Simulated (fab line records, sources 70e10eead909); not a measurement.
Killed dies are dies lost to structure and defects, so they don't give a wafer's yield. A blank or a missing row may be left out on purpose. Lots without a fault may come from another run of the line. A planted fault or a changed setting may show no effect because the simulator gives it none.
Which tool did it? | flow nand_harc | 12 lots, 36 wafers sampled, at 6 steps of a route of 1302

WHAT THE GAUGES READ, wafer by wafer
NHARC_A_CONTACT_OVL_MEAS_70.
lot  | measured     | on         | overlay_x_nm (nm)
L075 | day 22 10:35 | overlay-02 | -0.1 0.1 -0.2
L077 | day 23 23:41 | overlay-01 | 1.3 0.5 1.3
L081 | day 24 13:31 | overlay-02 | -1.1 -1.3 -1.2
L080 | day 24 14:53 | overlay-01 | -0.8 -1.3 -0.6
L083 | day 25 15:47 | overlay-01 | 0.9 0.6 0.7
L085 | day 26 19:04 | overlay-02 | -1.3 -2.3 -1.7
L089 | day 27 22:20 | overlay-02 | 0.7 1.8 1.1
L087 | day 27 16:47 | overlay-02 | -1.7 -1.1 -0.9
L090 | day 28 09:02 | overlay-01 | 1.1 0.8 0.7
L092 | day 30 02:53 | overlay-02 | -0.6 -0.9 -1.2
L096 | day 30 16:35 | overlay-01 | -0.2 -0.3 0.4
L095 | day 30 23:38 | overlay-01 | -1.3 -1.1 -1.0

WHICH TOOL RAN EACH LOT (tool, then ch and the chambers of the sampled wafers, then the start)
lot  | NHARC_A_WL_FILL_CVD_03        | NHARC_A_CONTACT_ETCH_114             | NHARC_A_CONTACT_ETCH_117             | NHARC_A_CONTACT_ETCH_119             | NHARC_A_CONTACT_ETCH_102
L075 | cvd_w-01 ch 0,1, day 20 20:37 | har_cap_etch-03 ch 0,1, day 22 02:46 | har_cap_etch-03 ch 0,1, day 22 03:17 | har_cap_etch-03 ch 0,1, day 22 03:38 | rie_diel-06 ch 1,2,3, day 22 05:50
L077 | cvd_w-01 ch 0,1, day 22 07:34 | har_cap_etch-03 ch 0,1, day 23 12:35 | har_cap_etch-03 ch 0,1, day 23 13:06 | har_cap_etch-03 ch 0,1, day 23 13:26 | rie_diel-02 ch 0,1,2, day 23 16:06
L081 | cvd_w-02 ch 0,1, day 22 21:57 | har_cap_etch-01 ch 0,1, day 24 01:30 | har_cap_etch-01 ch 0,1, day 24 02:01 | har_cap_etch-01 ch 0,1, day 24 02:22 | rie_diel-02 ch 1,2,3, day 24 04:34
L080 | cvd_w-02 ch 0,1, day 23 01:15 | har_cap_etch-03 ch 0,1, day 24 04:24 | har_cap_etch-03 ch 0,1, day 24 04:55 | har_cap_etch-03 ch 0,1, day 24 05:16 | rie_diel-06 ch 0,2,3, day 24 07:27
L083 | cvd_w-02 ch 0,1, day 24 03:41 | har_cap_etch-01 ch 0,1, day 25 07:59 | har_cap_etch-01 ch 0,1, day 25 08:29 | har_cap_etch-01 ch 0,1, day 25 08:50 | rie_diel-01 ch 0,1,2, day 25 11:00
L085 | cvd_w-02 ch 0,1, day 25 09:03 | har_cap_etch-01 ch 0,1, day 26 11:27 | har_cap_etch-01 ch 0,1, day 26 11:58 | har_cap_etch-01 ch 0,1, day 26 12:18 | rie_diel-01 ch 1,3, day 26 14:28
L089 | cvd_w-01 ch 0,1, day 26 02:19 | har_cap_etch-02 ch 0,1, day 27 09:33 | har_cap_etch-02 ch 0,1, day 27 10:04 | har_cap_etch-02 ch 0,1, day 27 10:24 | rie_diel-02 ch 0,1,2, day 27 12:34
L087 | cvd_w-02 ch 0,1, day 26 06:57 | har_cap_etch-01 ch 0,1, day 27 07:11 | har_cap_etch-01 ch 0,1, day 27 07:42 | har_cap_etch-01 ch 0,1, day 27 08:02 | rie_diel-06 ch 0,1,2, day 27 10:30
L090 | cvd_w-02 ch 0,1, day 26 15:55 | har_cap_etch-01 ch 0,1, day 27 23:13 | har_cap_etch-01 ch 0,1, day 27 23:44 | har_cap_etch-01 ch 0,1, day 28 00:05 | rie_diel-02 ch 1,2,3, day 28 02:19
L092 | cvd_w-01 ch 0,1, day 28 17:00 | har_cap_etch-03 ch 0,1, day 29 19:06 | har_cap_etch-03 ch 0,1, day 29 19:37 | har_cap_etch-03 ch 0,1, day 29 19:58 | rie_diel-06 ch 1,2,3, day 29 22:08
L096 | cvd_w-01 ch 0,1, day 29 05:35 | har_cap_etch-01 ch 0,1, day 30 08:49 | har_cap_etch-01 ch 0,1, day 30 09:19 | har_cap_etch-01 ch 0,1, day 30 09:40 | rie_diel-02 ch 0,2,3, day 30 11:58
L095 | cvd_w-01 ch 0,1, day 29 16:29 | har_cap_etch-03 ch 0,1, day 30 15:42 | har_cap_etch-03 ch 0,1, day 30 16:13 | har_cap_etch-03 ch 0,1, day 30 16:33 | rie_diel-02 ch 0,2, day 30 18:54
- NHARC_A_WL_FILL_CVD_03: deposits W, target thk 40 nm, time 279 s.
- NHARC_A_CONTACT_ETCH_114: etches the open film in C4F8/O2/Ar, time 190 s, target depth 1850 nm.
- NHARC_A_CONTACT_ETCH_117: etches the open film in C4F8/O2/Ar, time 190 s, target depth 1850 nm.
- NHARC_A_CONTACT_ETCH_119: etches the open film in C4F8/O2/Ar, time 190 s, target depth 1850 nm.
- NHARC_A_CONTACT_ETCH_102: etches the open film in CF4/O2, target depth 100 nm, overetch 10 nm, time 55 s.

THE ANSWER, worked out from the rows above alone
Rule: what is usual is taken from the lots themselves. Put in order of their means at a reading, lots are off if they are a third of the lots or fewer, leave a main group of 4 or more, and stand apart from it by a gap of 3 or more times the standard deviation of the main group's means; of several such gaps the widest counts. A main group whose means are all the same, to the digits that the tables above print for the reading, isn't used. A lot without any number at a reading at which 4 lots or more have one is off too. The other lots that the step has rows for count as sound.
No lot is off at any reading shown: from this, nothing can be told.

WHAT THE SIMULATOR HAD PUT IN
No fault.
